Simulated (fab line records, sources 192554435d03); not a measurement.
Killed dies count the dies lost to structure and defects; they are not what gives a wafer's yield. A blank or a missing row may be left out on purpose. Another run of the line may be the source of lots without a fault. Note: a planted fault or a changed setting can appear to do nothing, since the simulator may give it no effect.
Chamber matching + flow n5-finfet + 4 sister chambers for N5_MOL_CONTACT_COAG_CMP_28 on cmp-01
The step polishes, stops on SiNx, t overpolish 0.85 s, target thk 14.522 nm. 8 wafers are shown with their chamber, then 9 later ones without.

== WAFERS WITH THEIR CHAMBER ==
| wafer  | chamber | motor-current-A (A) | time-to-endpoint-s (s) |
|--------|---------|---------------------|------------------------|
| L081.3 | 1       | 13.5                | 5.8                    |
| L084.1 | 0       | 11.8                | 7.1                    |
| L084.2 | 1       | 14.0                | 8.2                    |
| L085.1 | 0       | 12.3                | 3.6                    |
| L087.6 | 3       | 10.5                | 7.0                    |
| L089.1 | 3       | 10.8                | 6.3                    |
| L089.2 | 2       | 11.8                | 7.2                    |
| L089.5 | 2       | 11.8                | 6.8                    |

== WAFERS MISSING THEIR CHAMBER ==
| wafer  | motor-current-A (A) | time-to-endpoint-s (s) |
|--------|---------------------|------------------------|
| L092.1 | 11.3                | 6.0                    |
| L092.3 | 12.1                | 6.9                    |
| L092.5 | 14.5                | 7.1                    |
| L093.3 | 12.4                | 5.4                    |
| L093.5 | 12.2                | 5.8                    |
| L093.6 | 10.6                | 5.6                    |
| L097.2 | 11.7                | 5.6                    |
| L097.4 | 12.2                | 4.1                    |
| L097.6 | 12.2                | 2.5                    |

== THE CHAMBER EACH PASSED THROUGH ==
| wafer  | from the rows above          | in truth |
|--------|------------------------------|----------|
| L092.1 | can't be placed: 2 or 3 or 0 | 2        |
| L092.3 | can't be placed: 0 or 2      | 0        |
| L092.5 | 1                            | 1        |
| L093.3 | can't be placed: 0 or 2      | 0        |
| L093.5 | can't be placed: 0 or 2      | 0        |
| L093.6 | 3                            | 3        |
| L097.2 | can't be placed: 2 or 0      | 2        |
| L097.4 | can't be placed: 0 or 2      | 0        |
| L097.6 | can't be placed: 0 or 2      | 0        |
Correct placement for 2 of the 9. Cannot be placed on the basis of these rows: 7; the candidates contain the true chamber in 7. Wrongly placed: 0.
How it was worked out, from the rows above alone: a wafer's distance from a chamber is the root of the sum, over the readings, of the square of ((its reading less the chamber's mean) divided by the reading's scatter). The wafer belongs to the nearest chamber; if the next one is less than 2 further off, it can't be placed. A chamber's mean is the mean of its shown wafers. The scatter: take each reading less its chamber's mean, square it, sum over the shown wafers, divide by the number of wafers less the number of chambers, and take the root.
